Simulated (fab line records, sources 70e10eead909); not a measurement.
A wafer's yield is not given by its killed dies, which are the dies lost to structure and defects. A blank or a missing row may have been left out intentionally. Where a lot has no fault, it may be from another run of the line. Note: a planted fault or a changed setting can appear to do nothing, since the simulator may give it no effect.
fab line records ; flow nand_harc ; part 1 of 2: steps 1 to 22 of 32
record lots=5; wafers=15; last_day=24
route steps=1159 shown A_CHANNEL_FILL_D1@497 A_STAIRCASE@519
lots that met no fault: from a run of the same line without faults
start_h: start of the lot's first displayed wafer, in hours after the record's first day ; wait_h: how many hours have passed since the lot's step before this one ; " identical to the entry in the row above ; L1.1+2: a row that stands for several wafers ; - no value, or no start was given ; * or withheld: withheld ; < > ~ a bound
route shown NAME@n: NAME is a module with steps in the file, n the number in the route of the first one ; usual: mean/standard deviation taken from wafers without a fault ; same: alike in all rows ; chamber/n: place in a boat ; sites: per-site readings ; _std_site: standard deviation across them ; _edge_site: the outer-site mean with the inner-site mean subtracted ; radius_mm: for every site, how far away it sits from the centre of the wafer ; mask NAME#n: copy n ; behind: tool/chamber where the wafer was last shaped ; hold: what put the lot on hold/how long, in hours/how the hold closed ; device: which transistor (n, p or np) failed to switch ; end of line: the route-end tests of the same wafers ; a step with no rows: only its recipe ; killed: dies that structure and defects cost at the first sort, which is not the same as the wafer's yield ; map: per-die view of a wafer (x killed, . not killed, _ where there is no die)
set.NAME: the setting the step ran with; set.NAME@STEP: the setting that earlier step ran with ; model.NAME: the simulator's own value behind a step, which no gauge read
lots at some steps of the route; a table a step, a row a wafer
services: from which hour (start_h, from the record's first day; less than 0 if before it) a tool's chamber was out of use, for how many hours, and why
## steps
# step NHARC_A_CHANNEL_FILL_D1_ANNEAL_17
# recipe temp_c=850; time_s=1800
# usual spike_tc_bottom_C=867.3/1.4; spike_tc_top_C=863.1/1.6
lot.wafer;tool;chamber;start_h;wait_h;spike_tc_bottom_C;spike_tc_top_C
L076.3;furnace-01;0;211.40;-;867.0;862.4
L076.4;furnace-01;0;211.40;-;867.9;862.1
L076.6;furnace-01;0;211.40;-;866.0;863.3
L074.2;furnace-05;0;215.18;-;865.3;864.4
L074.5;furnace-05;0;215.18;-;866.7;865.8
L074.6;furnace-05;0;215.18;-;866.1;865.8
L081.3;furnace-01;0;231.02;-;869.2;862.9
L081.5;furnace-01;0;231.02;-;869.6;864.7
L081.6;furnace-01;0;231.02;-;867.2;861.6
L085.1;furnace-01;0;255.62;-;868.9;862.0
L085.4;furnace-01;0;255.62;-;869.3;863.6
L085.5;furnace-01;0;255.62;-;868.6;860.5
L094.1;furnace-07;0;314.67;-;865.8;865.3
L094.5;furnace-07;0;314.67;-;866.6;864.4
L094.6;furnace-07;0;314.67;-;868.2;862.5
# step NHARC_A_CHANNEL_FILL_D1_CVD_18
# recipe target_thk_a=30; temp_c=550; material=poly-Si
# usual spike_tc_bottom_C=574.7/1.5; spike_tc_top_C=566/3.7
lot.wafer;tool;chamber;start_h;wait_h;spike_tc_bottom_C;spike_tc_top_C
L076.3;lpcvd_poly-03;0;217.81;-;573.9;570
L076.4;lpcvd_poly-03;0;217.81;-;575.1;573
L076.6;lpcvd_poly-03;0;217.81;-;574.7;572
L074.2;lpcvd_poly-03;0;221.62;-;575.9;572
L074.5;lpcvd_poly-03;0;221.62;-;575.6;571
L074.6;lpcvd_poly-03;0;221.62;-;576.2;570
L081.3;lpcvd_poly-03;0;237.39;-;575.8;573
L081.5;lpcvd_poly-03;0;237.39;-;576.1;572
L081.6;lpcvd_poly-03;0;237.39;-;573.7;571
L085.1;lpcvd_poly-01;0;262.18;-;577.0;562
L085.4;lpcvd_poly-01;0;262.18;-;575.8;562
L085.5;lpcvd_poly-01;0;262.18;-;576.4;563
L094.1;lpcvd_poly-02;0;321.22;-;572.3;564
L094.5;lpcvd_poly-02;0;321.22;-;574.1;566
L094.6;lpcvd_poly-02;0;321.22;-;572.8;566
# step NHARC_A_CHANNEL_FILL_D1_ETCHBACK_19
# recipe target_depth_a=50; time_s=1.7; hbr_flow_sccm=150; cl2_flow_sccm=50; rf_w=400; icp_w=400; bias_w=100; chemistry=HBr/Cl2
# usual chamber_pressure_mTorr=15.000/0.013; drypump_motor_current_A=5.9/0.47; oes_product_au=0.995/0.011; throttle_valve_pct=26.405/0.0093
lot.wafer;tool;chamber;start_h;wait_h;chamber_pressure_mTorr;drypump_motor_current_A;oes_product_au;rf_hours_counter_h;throttle_valve_pct
L076.3;rie_si-06;1;219.87;0.4;15.002;6.1;0.993;0.3;26.412
L076.4;rie_si-06;2;219.87;0.4;15.017;5.3;1.012;0.3;26.402
L076.6;rie_si-06;1;219.87;0.4;15.001;6.1;0.987;-;26.403
L074.2;rie_si-04;1;223.69;0.4;15.020;5.5;0.993;1.1;26.411
L074.6;rie_si-04;0;223.69;0.4;15.013;6.3;1.004;-;26.413
L074.5;rie_si-04;1;223.69;0.4;14.985;5.6;0.991;-;26.420
L081.3;rie_si-04;3;239.50;0.4;14.988;6.5;0.989;0.9;26.406
L081.6;rie_si-04;0;239.50;0.4;14.997;6.4;0.999;-;26.403
L081.5;rie_si-04;1;239.50;0.4;14.980;5.5;0.984;-;26.399
L085.1;rie_si-06;0;264.23;0.4;15.012;5.2;0.982;0.6;26.409
L085.4;rie_si-06;2;264.23;0.4;15.006;5.4;1.010;0.7;26.402
L085.5;rie_si-06;0;264.23;0.4;14.997;5.3;0.970;-;26.388
L094.1;rie_si-05;1;323.31;0.4;15.010;6.4;0.997;0.9;26.395
L094.6;rie_si-05;3;323.31;0.4;15.012;5.3;0.995;-;26.416
L094.5;rie_si-05;0;323.31;0.4;14.985;6.4;0.984;-;26.406
# step NHARC_A_CHANNEL_FILL_D1_ETCHBACK_20
# recipe target_depth_a=270; time_s=13.5; c4f8_flow_sccm=withheld; o2_flow_sccm=8; ar_flow_sccm=withheld; rf_w=600; bias_w=1500; chemistry=C4F8/O2/Ar
# usual chamber_pressure_mTorr=25.004/0.025; oes_product_au=0.96/0.036; rf_vpp_V=980/5.4
lot.wafer;tool;chamber;start_h;wait_h;chamber_pressure_mTorr;oes_product_au;rf_hours_counter_h;rf_vpp_V
L076.3;rie_diel-04;1;220.00;-;24.993;0.93;3;977
L076.4;rie_diel-04;2;220.00;-;24.968;0.92;3;985
L076.6;rie_diel-04;2;220.00;-;24.970;0.91;-;985
L074.2;rie_diel-04;3;223.82;-;24.981;0.93;3;986
L074.5;rie_diel-04;2;223.82;-;25.047;0.92;-;985
L074.6;rie_diel-04;3;223.82;-;25.002;0.93;-;986
L081.3;rie_diel-04;2;239.61;-;24.984;0.92;3;984
L081.6;rie_diel-04;0;239.61;-;25.003;0.92;-;975
L081.5;rie_diel-04;1;239.61;-;24.989;0.93;-;978
L085.4;rie_diel-09;3;264.35;-;24.959;1.00;0;969
L085.1;rie_diel-09;0;264.35;-;24.971;0.97;0;982
L085.5;rie_diel-09;0;264.35;-;25.018;0.99;-;984
L094.1;rie_diel-04;0;323.42;-;25.045;0.98;1;976
L094.5;rie_diel-04;0;323.42;-;24.990;0.98;-;977
L094.6;rie_diel-04;3;323.42;-;24.989;0.97;-;985
# step NHARC_A_CHANNEL_FILL_D1_STRIP_28
# recipe time_s=20; o2_flow_sccm=500; ar_flow_sccm=0; bias_w=0; chemistry=O2
# usual chamber_pressure_mTorr=60.00/0.053; drypump_motor_current_A=5.9/0.62; oes_product_au=0.998/0.011; rf_vpp_V=57.9/0.97; showerhead_plenum_p_Torr=3.56/0.14; throttle_valve_pct=17.035/0.0093
lot.wafer;tool;chamber;start_h;wait_h;chamber_pressure_mTorr;drypump_motor_current_A;oes_product_au;rf_hours_counter_h;rf_vpp_V;showerhead_plenum_p_Torr;throttle_valve_pct
L076.3;rie_diel-04;3;220.11;0.1;59.98;5.3;1.002;3;58.8;3.72;17.030
L076.4;rie_diel-04;2;220.11;0.1;59.94;4.9;0.979;3;57.2;3.70;17.026
L076.6;rie_diel-04;3;220.11;0.1;60.01;5.4;1.005;-;58.5;3.72;17.028
L074.2;rie_diel-04;2;223.90;0.1;60.02;4.9;0.978;3;57.7;3.70;17.030
L074.5;rie_diel-04;1;223.90;0.1;59.99;6.4;0.985;-;56.9;3.49;17.030
L074.6;rie_diel-04;2;223.90;0.1;60.03;4.9;0.985;-;59.9;3.70;17.020
L081.3;rie_diel-04;2;239.68;0.1;59.92;4.9;0.991;3;57.3;3.70;17.039
L081.6;rie_diel-04;2;239.68;0.1;59.91;4.9;0.988;-;57.3;3.70;17.030
L081.5;rie_diel-04;3;239.68;0.1;60.05;5.3;1.006;-;58.6;3.72;17.044
L085.4;rie_diel-09;3;264.45;0.1;60.07;6.6;0.993;0;58.1;3.31;17.045
L085.1;rie_diel-09;0;264.45;0.1;59.92;6.4;0.986;0;59.2;3.64;17.052
L085.5;rie_diel-09;2;264.45;0.1;59.98;4.9;0.978;-;58.9;3.71;17.048
L094.1;rie_diel-04;1;323.54;0.1;60.01;6.4;0.982;1;58.1;3.49;17.035
L094.6;rie_diel-04;3;323.54;0.1;59.97;5.4;1.009;-;58.3;3.72;17.043
L094.5;rie_diel-04;1;323.54;0.1;60.03;6.4;0.980;-;58.6;3.49;17.047
# step NHARC_A_CHANNEL_FILL_D1_PRECLEAN_21
# recipe time_s=30; chemistry=dHF
lot.wafer;tool;chamber;start_h;wait_h
L076.6+4+3;wet_bench-06;4,5,7;220.22;-
L074.2+6+5;wet_bench-06;5,6,1;224.00;-
L081.6+5+3;wet_bench-02;4,6,7;239.78;-
L085.4+5+1;wet_bench-05;1,2,5;264.54;-
L094.6+1+5;wet_bench-06;6,0,1;323.64;-
# step NHARC_A_CHANNEL_FILL_D1_SRD_23
lot.wafer;tool;chamber;start_h;wait_h
L076.6+4+3;wet_bench-06;4,5,7;220.24;0.0
L074.2+6+5;wet_bench-06;5,6,1;224.02;0.0
L081.6+5+3;wet_bench-02;4,6,7;239.81;0.0
L085.4+5+1;wet_bench-05;1,2,5;264.57;0.0
L094.6+1+5;wet_bench-06;6,0,1;323.66;0.0
# step NHARC_A_CHANNEL_FILL_D1_CVD_05
# recipe target_thk_a=50; temp_c=550; material=poly-Si
# usual spike_tc_bottom_C=574.8/1.5; spike_tc_top_C=567/3.7
lot.wafer;tool;chamber;start_h;wait_h;spike_tc_bottom_C;spike_tc_top_C
L076.3;lpcvd_poly-02;0;222.66;2.4;574.2;564
L076.4;lpcvd_poly-02;0;222.66;2.4;571.9;564
L076.6;lpcvd_poly-02;0;222.66;2.4;573.0;565
L074.2;lpcvd_poly-03;0;227.39;3.4;577.4;568
L074.5;lpcvd_poly-03;0;227.39;3.4;575.1;571
L074.6;lpcvd_poly-03;0;227.39;3.4;573.8;571
L081.3;lpcvd_poly-01;0;242.23;2.4;576.3;563
L081.5;lpcvd_poly-01;0;242.23;2.4;573.0;562
L081.6;lpcvd_poly-01;0;242.23;2.4;578.0;565
L085.1;lpcvd_poly-01;0;267.00;2.4;576.5;564
L085.4;lpcvd_poly-01;0;267.00;2.4;574.7;564
L085.5;lpcvd_poly-01;0;267.00;2.4;576.2;564
L094.1;lpcvd_poly-03;0;325.91;2.3;574.8;571
L094.5;lpcvd_poly-03;0;325.91;2.3;576.1;570
L094.6;lpcvd_poly-03;0;325.91;2.3;575.2;570
# step NHARC_A_CHANNEL_FILL_D1_ANNEAL_22
# recipe temp_c=620; time_s=7200
# usual spike_tc_bottom_C=639.0/1.4; spike_tc_top_C=640.1/1.6
lot.wafer;tool;chamber;start_h;wait_h;spike_tc_bottom_C;spike_tc_top_C
L076.3;furnace-05;0;227.78;3.3;636.4;641.7
L076.4;furnace-05;0;227.78;3.3;636.8;640.9
L076.6;furnace-05;0;227.78;3.3;637.0;640.9
L074.2;furnace-05;0;232.49;3.3;636.4;642.9
L074.5;furnace-05;0;232.49;3.3;637.5;640.8
L074.6;furnace-05;0;232.49;3.3;639.5;642.7
L081.3;furnace-01;0;247.74;3.7;640.5;638.9
L081.5;furnace-01;0;247.74;3.7;639.9;636.4
L081.6;furnace-01;0;247.74;3.7;642.6;639.0
L085.1;furnace-01;0;272.05;3.3;641.4;637.8
L085.4;furnace-01;0;272.05;3.3;639.3;637.3
L085.5;furnace-01;0;272.05;3.3;640.3;637.8
L094.1;furnace-07;0;331.32;3.5;637.1;638.9
L094.5;furnace-07;0;331.32;3.5;639.0;638.2
L094.6;furnace-07;0;331.32;3.5;641.3;640.8
# step NHARC_A_CHANNEL_FILL_D1_ALD_25
# recipe target_thk_a=600; pulse_time_s=10; ald_cycles=600; temp_c=300; material=SiOx
# usual heater_power_w=477/34; precursor_pulse_height_rel=0.997/0.02
lot.wafer;tool;chamber;start_h;wait_h;heater_power_w;precursor_pulse_height_rel
L076.4;ald_hk-04;1;232.48;0.7;447;0.992
L076.3;ald_hk-04;2;232.48;0.7;437;0.991
L076.6;ald_hk-04;1;234.96;3.1;457;0.993
L074.2;ald_hk-01;0;240.29;3.8;450;0.999
L074.6;ald_hk-01;3;243.94;7.4;470;1.010
L074.5;ald_hk-01;0;245.15;8.6;458;1.013
L081.3;ald_hk-04;3;251.87;0.1;530;0.995
L081.5;ald_hk-04;3;254.32;2.5;517;1.004
L081.6;ald_hk-04;0;254.32;2.5;451;0.996
L085.4;ald_hk-04;1;277.36;1.3;440;1.004
L085.1;ald_hk-04;2;277.36;1.3;440;1.023
L085.5;ald_hk-04;0;279.23;3.2;452;0.994
L094.1;ald_hk-04;1;335.29;0.1;451;0.971
L094.5;ald_hk-04;1;340.23;5.0;450;1.000
L094.6;ald_hk-04;2;341.46;6.2;443;0.989
# step NHARC_A_CHANNEL_FILL_D1_ETCHBACK_08
# recipe target_depth_a=2200; time_s=110; c4f8_flow_sccm=20; ar_flow_sccm=withheld; rf_w=600; bias_w=300; chemistry=C4F8
# usual chamber_pressure_mTorr=25.004/0.023; oes_product_au=0.95/0.036; rf_vpp_V=441.4/2.7
lot.wafer;tool;chamber;start_h;wait_h;chamber_pressure_mTorr;oes_product_au;rf_hours_counter_h;rf_vpp_V
L076.4;rie_diel-04;1;-;-;25.008;0.94;3;441.7
L076.3;rie_diel-04;2;-;-;25.037;0.92;3;443.4
L076.6;rie_diel-04;1;-;-;25.002;0.93;-;441.3
L074.2;rie_diel-09;0;-;-;25.009;0.92;7;442.2
L074.6;rie_diel-09;0;-;-;25.023;0.91;-;441.6
L074.5;rie_diel-09;1;-;-;25.027;0.93;-;440.2
L081.3;rie_diel-04;3;-;-;25.020;0.95;4;444.4
L081.6;rie_diel-04;2;-;-;24.946;0.92;-;443.8
L081.5;rie_diel-04;3;-;-;25.004;0.93;-;442.7
L085.1;rie_diel-03;2;-;-;25.014;1.00;11;445.9
L085.4;rie_diel-03;3;-;-;25.026;1.00;11;439.7
L085.5;rie_diel-03;3;-;-;25.038;1.00;-;440.9
L094.1;rie_diel-04;3;-;-;25.019;0.93;1;444.8
L094.6;rie_diel-04;2;-;-;25.004;0.98;-;445.4
L094.5;rie_diel-04;3;-;-;24.998;0.93;-;443.8
# step NHARC_A_CHANNEL_FILL_D1_STRIP_29
# recipe time_s=20; o2_flow_sccm=500; ar_flow_sccm=0; bias_w=0; chemistry=O2
# usual chamber_pressure_mTorr=60.00/0.054; drypump_motor_current_A=5.8/0.59; oes_product_au=1.000/0.011; rf_vpp_V=57.9/0.82; showerhead_plenum_p_Torr=3.56/0.13; throttle_valve_pct=17.036/0.0093
lot.wafer;tool;chamber;start_h;wait_h;chamber_pressure_mTorr;drypump_motor_current_A;oes_product_au;rf_hours_counter_h;rf_vpp_V;showerhead_plenum_p_Torr;throttle_valve_pct
L076.4;rie_diel-04;3;-;-;59.96;5.4;1.025;3;56.8;3.72;17.035
L076.3;rie_diel-04;0;-;-;60.06;6.1;1.004;3;58.1;3.46;17.049
L076.6;rie_diel-04;3;-;-;60.04;5.4;1.025;-;57.0;3.72;17.047
L074.2;rie_diel-09;2;-;-;59.99;4.9;0.996;5;59.2;3.71;17.024
L074.6;rie_diel-09;0;-;-;59.96;6.4;0.998;-;59.3;3.64;17.021
L074.5;rie_diel-09;1;-;-;60.02;5.7;1.026;-;57.4;3.52;17.027
L081.3;rie_diel-04;2;-;-;59.95;4.9;0.983;4;59.2;3.70;17.034
L081.6;rie_diel-04;1;-;-;59.97;6.4;1.000;-;57.6;3.49;17.042
L081.5;rie_diel-04;2;-;-;59.94;4.9;0.991;-;57.7;3.70;17.042
L085.4;rie_diel-03;0;-;-;59.93;6.4;1.003;10;57.7;3.47;17.043
L085.1;rie_diel-03;2;-;-;60.00;5.6;0.997;11;58.7;3.75;17.025
L085.5;rie_diel-03;1;-;-;60.01;5.6;0.999;-;58.3;3.37;17.049
L094.1;rie_diel-04;1;-;-;60.03;6.4;0.984;2;58.6;3.48;17.023
L094.6;rie_diel-04;0;-;-;60.07;6.1;1.009;-;58.4;3.46;17.027
L094.5;rie_diel-04;1;-;-;60.05;6.4;0.990;-;58.0;3.48;17.050
# step NHARC_A_CHANNEL_FILL_D1_PRECLEAN_30
# recipe time_s=30; chemistry=dHF
lot.wafer;tool;chamber;start_h;wait_h
L076.6+4+3;wet_bench-02;3,6,7;237.69;-
L074.2+6+5;wet_bench-02;6,7,0;248.47;-
L081.6+3+5;wet_bench-06;3,5,7;257.65;-
L085.4+1+5;wet_bench-06;5,6,1;281.96;-
L094.1+6+5;wet_bench-02;3,5,7;344.81;-
# step NHARC_A_CHANNEL_FILL_D1_SRD_31
lot.wafer;tool;chamber;start_h;wait_h
L076.6+4+3;wet_bench-02;3,6,7;237.71;0.0
L074.2+6+5;wet_bench-02;6,7,0;248.49;0.0
L081.6+3+5;wet_bench-06;3,5,7;257.67;0.0
L085.4+1+5;wet_bench-06;5,6,1;281.98;0.0
L094.1+6+5;wet_bench-02;3,5,7;344.84;0.0
# step NHARC_A_CHANNEL_FILL_D1_CVD_09
# recipe target_thk_a=1500; temp_c=620; pressure_mtorr=200; time_s=3000; material=poly-Si
# usual spike_tc_bottom_C=643.5/1.4; spike_tc_top_C=635/3.9
lot.wafer;tool;chamber;start_h;wait_h;spike_tc_bottom_C;spike_tc_top_C
L076.3;lpcvd_poly-03;0;239.91;2.2;644.3;638
L076.4;lpcvd_poly-03;0;239.91;2.2;643.1;639
L076.6;lpcvd_poly-03;0;239.91;2.2;645.3;640
L074.2;lpcvd_poly-01;0;249.35;0.9;643.2;630
L074.5;lpcvd_poly-01;0;249.35;0.9;645.1;630
L074.6;lpcvd_poly-01;0;249.35;0.9;645.5;630
L081.3;lpcvd_poly-03;0;259.94;2.3;642.8;639
L081.5;lpcvd_poly-03;0;259.94;2.3;643.8;639
L081.6;lpcvd_poly-03;0;259.94;2.3;643.5;637
L085.1;lpcvd_poly-03;0;284.20;-;645.2;641
L085.4;lpcvd_poly-03;0;284.20;-;644.5;639
L085.5;lpcvd_poly-03;0;284.20;-;643.9;638
L094.1;lpcvd_poly-01;0;347.17;2.3;644.2;629
L094.5;lpcvd_poly-01;0;347.17;2.3;642.5;630
L094.6;lpcvd_poly-01;0;347.17;2.3;643.4;630
# step NHARC_A_CHANNEL_FILL_D1_CMP_10
# recipe target_thk_nm=150
# usual motor_current_A=11.5/0.99; retaining_ring_pressure_frac=1.000/0.0048; time_to_endpoint_s=14.5/2.5
lot.wafer;tool;chamber;start_h;wait_h;motor_current_A;retaining_ring_pressure_frac;time_to_endpoint_s
L076.4;cmp-02;2;243.07;0.4;12.0;1.004;13.9
L076.3;cmp-02;1;243.07;0.4;10.9;0.991;14.3
L076.6;cmp-02;2;243.07;0.4;12.5;0.998;15.1
L074.2;cmp-01;3;252.76;0.6;12.7;0.997;15.9
L074.5;cmp-01;1;252.76;0.6;11.1;1.000;14.9
L074.6;cmp-01;2;252.76;0.6;11.7;1.002;18.1
L081.3;cmp-02;0;263.17;0.4;10.9;1.005;15.0
L081.6;cmp-02;1;263.17;0.4;10.4;1.001;15.3
L081.5;cmp-02;2;263.17;0.4;12.2;0.997;17.2
L085.4;cmp-02;0;287.37;0.4;10.9;1.003;16.7
L085.1;cmp-02;1;287.37;0.4;10.5;0.992;14.7
L085.5;cmp-02;1;287.37;0.4;10.8;0.996;15.8
L094.1;cmp-02;3;350.34;0.4;12.0;0.994;9.8
L094.5;cmp-02;1;350.34;0.4;10.7;1.007;12.0
L094.6;cmp-02;2;350.34;0.4;12.3;1.012;12.9
# step NHARC_A_CHANNEL_FILL_D1_SRD_12
lot.wafer;tool;chamber;start_h;wait_h
L076.4+6+3;wet_bench-05;5,0,1;243.36;0.0
L074.2+5+6;wet_bench-05;4,7,0;253.00;0.0
L081.6+3+5;wet_bench-06;2,4,5;263.39;0.0
L085.4+5+1;wet_bench-05;5,0,2;287.67;0.0
L094.5+6+1;wet_bench-06;3,4,6;350.59;0.0
# step NHARC_A_CHANNEL_FILL_D1_RTA_24
# recipe temp_c=1000; time_s=5
# usual anneal_temp_c_max=1005.8/2.4; lamp_power_pct=31.5/1.3; lamp_zone_6_pct=31.5/1.3; wafer_temp_C_max=1005.9/1.2
lot.wafer;tool;chamber;start_h;wait_h;anneal_temp_c_max;lamp_power_pct;lamp_zone_6_pct;wafer_temp_C_max
L076.3;rtp_anneal-01;0;243.54;0.1;1003.7;33.1;32.9;1006.2
L076.4;rtp_anneal-01;0;243.54;0.1;1002.5;33.0;33.0;1006.6
L076.6;rtp_anneal-01;0;243.54;0.1;1003.8;33.0;33.0;1009.2
L074.2;rtp_anneal-02;0;253.23;0.2;1010.2;30.4;30.4;1004.8
L074.5;rtp_anneal-02;0;253.23;0.2;1007.5;30.5;30.4;1005.7
L074.6;rtp_anneal-02;0;253.23;0.2;1009.9;30.4;30.4;1005.1
L081.3;rtp_anneal-01;0;263.57;0.1;1003.0;33.1;33.0;1006.2
L081.5;rtp_anneal-01;0;263.57;0.1;1002.8;33.0;33.1;1006.3
L081.6;rtp_anneal-01;0;263.57;0.1;1004.2;33.1;33.0;1006.7
L085.1;rtp_anneal-02;0;287.88;0.1;1006.5;30.5;30.4;1004.4
L085.4;rtp_anneal-02;0;287.88;0.1;1009.4;30.5;30.4;1006.5
L085.5;rtp_anneal-02;0;287.88;0.1;1007.4;30.4;30.3;1006.0
L094.1;rtp_anneal-01;0;350.73;0.1;1003.7;33.0;33.0;1004.5
L094.5;rtp_anneal-01;0;350.73;0.1;1003.5;33.1;33.0;1009.1
L094.6;rtp_anneal-01;0;350.73;0.1;1001.9;33.1;33.0;1004.7
# step NHARC_A_CHANNEL_FILL_D1_INSPECT_13
# usual raw_defect_count=296/97
lot.wafer;tool;chamber;start_h;wait_h;raw_defect_count
L076.3;defect_inspect-01;-;243.68;0.1;351
L076.4;defect_inspect-01;-;243.68;0.1;274
L076.6;defect_inspect-01;-;243.68;0.1;284
L074.2;defect_inspect-01;-;253.40;0.1;213
L074.5;defect_inspect-01;-;253.40;0.1;172
L074.6;defect_inspect-01;-;253.40;0.1;287
L081.3;defect_inspect-02;-;263.71;0.1;380
L081.5;defect_inspect-02;-;263.71;0.1;319
L081.6;defect_inspect-02;-;263.71;0.1;298
L085.1;defect_inspect-01;-;288.07;0.2;228
L085.4;defect_inspect-01;-;288.07;0.2;264
L085.5;defect_inspect-01;-;288.07;0.2;198
L094.1;defect_inspect-02;-;350.93;0.2;361
L094.5;defect_inspect-02;-;350.93;0.2;172
L094.6;defect_inspect-02;-;350.93;0.2;223
# step NHARC_A_STAIRCASE_DEP_156
# recipe target_thk_a=500; temp_c=400; target_thk_nm=50; flow_sccm=200; rf_w=450; material=SiNx
# usual heater_power_w=740/80
lot.wafer;tool;chamber;start_h;wait_h;heater_power_w
L076.3;pecvd-04;1;243.81;0.1;645
L076.4;pecvd-04;0;243.81;0.1;553
L076.6;pecvd-04;1;243.81;0.1;677
L074.2;pecvd-04;1;253.50;0.1;754
L074.6;pecvd-04;0;253.50;0.1;588
L074.5;pecvd-04;2;253.50;0.1;945
L081.3;pecvd-04;1;263.91;0.2;687
L081.5;pecvd-04;2;263.91;0.2;810
L081.6;pecvd-04;1;263.91;0.2;683
L085.1;pecvd-02;2;288.14;0.1;580
L085.5;pecvd-02;2;288.14;0.1;579
L085.4;pecvd-02;1;288.14;0.1;805
L094.1;pecvd-02;0;351.17;0.2;633
L094.5;pecvd-02;2;351.17;0.2;668
L094.6;pecvd-02;0;351.17;0.2;654
# step NHARC_A_STAIRCASE_DEHYDRATE_158
# recipe temp_c=150; time_s=120
lot.wafer;tool;chamber;start_h;wait_h
L076.3+4+6;litho_track-02;0;244.02;0.2
L074.2+5+6;litho_track-03;0;253.74;0.2
L081.3+5+6;litho_track-07;0;264.14;0.2
L085.1+4+5;litho_track-03;0;288.41;0.2
L094.1+5+6;litho_track-02;0;351.41;0.2
# step NHARC_A_STAIRCASE_HMDS_159
# recipe time_s=30
lot.wafer;tool;chamber;start_h;wait_h
L076.3+4+6;litho_track-02;0;-;-
L074.2+5+6;litho_track-03;0;-;-
L081.3+5+6;litho_track-07;0;-;-
L085.1+4+5;litho_track-03;0;-;-
L094.1+5+6;litho_track-02;0;-;-
